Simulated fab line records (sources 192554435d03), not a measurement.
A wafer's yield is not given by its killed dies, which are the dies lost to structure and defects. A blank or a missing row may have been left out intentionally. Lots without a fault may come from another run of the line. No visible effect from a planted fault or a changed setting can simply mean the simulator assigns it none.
Split-lot experiment :: flow n5 finfet :: route with 1938 steps; 7 lots, 21 wafers read

## THE SPLIT ITSELF
At N5_SDB_COAT_03 (time 60 s, resist thk 100 nm), the setting spin rpm was moved away from the recipe's 1500 rpm on 7 of the 21 wafers read, by -10.7% to +10.9%. This setting was run at the recipe's value on the other wafers.

## FROM THE SPLIT TO THE READING: what the file shows between them, 4 steps
- N5_SDB_COAT_04: time 60 s, resist thk 18 nm
- N5_SDB_COAT_05: resist thk 90 nm
- N5_SDB_DESCUM_16: chemistry O2, time 7.9 s
- N5_SDB_ETCH_17: etches SiARC in CF4, target depth 23.4 nm, time 39 s

## THE READING
etch.depth nm (the simulator's own value, which no gauge read), in nm, at N5_SDB_ETCH_18 (etches SOC in N2/H2, target depth 100 nm, overetch 20 nm, time 150 s). There is no usual value for it anywhere in the file. Here, 14 wafers ran the recipe; their average is 100.03 nm with a standard deviation of 0.27 nm.

wafer: L074.3
tool, chamber at the split: litho track-03, 0
spin rpm as run, rpm: 1500
against the recipe: recipe
etch.depth nm, nm: 99.59
against lot-mates on the recipe: -

wafer: L074.4
tool, chamber at the split: litho track-03, 0
spin rpm as run, rpm: 1500
against the recipe: recipe
etch.depth nm, nm: 99.89
against lot-mates on the recipe: -

wafer: L074.6
tool, chamber at the split: litho track-03, 0
spin rpm as run, rpm: 1500
against the recipe: recipe
etch.depth nm, nm: 99.86
against lot-mates on the recipe: -

wafer: L077.1
tool, chamber at the split: litho track-04, 0
spin rpm as run, rpm: 1500
against the recipe: recipe
etch.depth nm, nm: 99.89
against lot-mates on the recipe: -

wafer: L077.2
tool, chamber at the split: litho track-04, 0
spin rpm as run, rpm: 1500
against the recipe: recipe
etch.depth nm, nm: 99.53
against lot-mates on the recipe: -

wafer: L077.5
tool, chamber at the split: litho track-04, 0
spin rpm as run, rpm: 1340
against the recipe: -10.7%
etch.depth nm, nm: 105.5
against lot-mates on the recipe: +5.79

wafer: L078.3
tool, chamber at the split: litho track-04, 0
spin rpm as run, rpm: 1664
against the recipe: +10.9%
etch.depth nm, nm: 95.04
against lot-mates on the recipe: -5.06

wafer: L078.5
tool, chamber at the split: litho track-04, 0
spin rpm as run, rpm: 1664
against the recipe: +10.9%
etch.depth nm, nm: 95.23
against lot-mates on the recipe: -4.87

wafer: L078.6
tool, chamber at the split: litho track-04, 0
spin rpm as run, rpm: 1500
against the recipe: recipe
etch.depth nm, nm: 100.1
against lot-mates on the recipe: -

wafer: L081.1
tool, chamber at the split: litho track-03, 0
spin rpm as run, rpm: 1500
against the recipe: recipe
etch.depth nm, nm: 100.6
against lot-mates on the recipe: -

wafer: L081.2
tool, chamber at the split: litho track-03, 0
spin rpm as run, rpm: 1500
against the recipe: recipe
etch.depth nm, nm: 100.1
against lot-mates on the recipe: -

wafer: L081.4
tool, chamber at the split: litho track-03, 0
spin rpm as run, rpm: 1500
against the recipe: recipe
etch.depth nm, nm: 100.3
against lot-mates on the recipe: -

wafer: L082.4
tool, chamber at the split: litho track-03, 0
spin rpm as run, rpm: 1650
against the recipe: +10.0%
etch.depth nm, nm: 95.31
against lot-mates on the recipe: -4.79

wafer: L082.6
tool, chamber at the split: litho track-03, 0
spin rpm as run, rpm: 1650
against the recipe: +10.0%
etch.depth nm, nm: 95.31
against lot-mates on the recipe: -4.79

wafer: L082.5
tool, chamber at the split: litho track-03, 0
spin rpm as run, rpm: 1500
against the recipe: recipe
etch.depth nm, nm: 100.1
against lot-mates on the recipe: -

wafer: L084.2
tool, chamber at the split: litho track-02, 0
spin rpm as run, rpm: 1390
against the recipe: -7.3%
etch.depth nm, nm: 104.1
against lot-mates on the recipe: +4.23

wafer: L084.6
tool, chamber at the split: litho track-02, 0
spin rpm as run, rpm: 1390
against the recipe: -7.3%
etch.depth nm, nm: 104.1
against lot-mates on the recipe: +4.23

wafer: L084.5
tool, chamber at the split: litho track-02, 0
spin rpm as run, rpm: 1500
against the recipe: recipe
etch.depth nm, nm: 99.87
against lot-mates on the recipe: -

wafer: L095.1
tool, chamber at the split: litho track-02, 0
spin rpm as run, rpm: 1500
against the recipe: recipe
etch.depth nm, nm: 100.2
against lot-mates on the recipe: -

wafer: L095.2
tool, chamber at the split: litho track-02, 0
spin rpm as run, rpm: 1500
against the recipe: recipe
etch.depth nm, nm: 100.2
against lot-mates on the recipe: -

wafer: L095.3
tool, chamber at the split: litho track-02, 0
spin rpm as run, rpm: 1500
against the recipe: recipe
etch.depth nm, nm: 100.2
against lot-mates on the recipe: -

THE FIT
A straight line over all 21 wafers: etch.depth nm changes by -0.487 nm for each +1% of spin rpm; r = -0.99; the points scatter about the line by 0.3 nm.
The same after taking each lot's own level away (the mean of its wafers on the recipe; 21 wafers): -0.501 nm for each +1%; r = -1.00; scatter 0.26 nm.
The reading moves by 5.5 nm for the largest change in spin rpm, on that fit.
The lots' own levels span 99.710 to 100.333 nm, that is 2.3 times the standard deviation above.
So the lot-to-lot level changes the slope little: the two slopes agree.
Check: -5.4 nm against its lot-mates is what the line predicts for one of the wafers moved furthest among these (+10.9%) when that wafer is left out of the fit. Against them it came out at -5.06 nm.

## THE WHOLE CHAIN: every reading that the file lists as answering this split, in the file's order
step: N5_SDB_COAT_03
what it does: time 60 s, resist thk 100 nm
reading: SOC_of_SDB_COAT_03.thk nm (the simulator's own value, which no gauge read)
change (the file's fit): -0.507 nm for each +1% of the setting
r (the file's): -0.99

step: N5_SDB_ETCH_18
what it does: etches SOC in N2/H2, target depth 100 nm, overetch 20 nm, time 150 s
reading: etch.depth nm (the simulator's own value, which no gauge read)
change (the file's fit): -0.506 nm for each +1% of the setting
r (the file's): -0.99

step: N5_SDB_STRIP_22
what it does: strips in N2/H2
reading: strip time to endpoint s
change (the file's fit): withheld for each +1% of the setting
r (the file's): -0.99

## THE FILE'S OWN FIT
etch.depth nm changes by -0.506 nm for each +1% of spin rpm, r = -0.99.
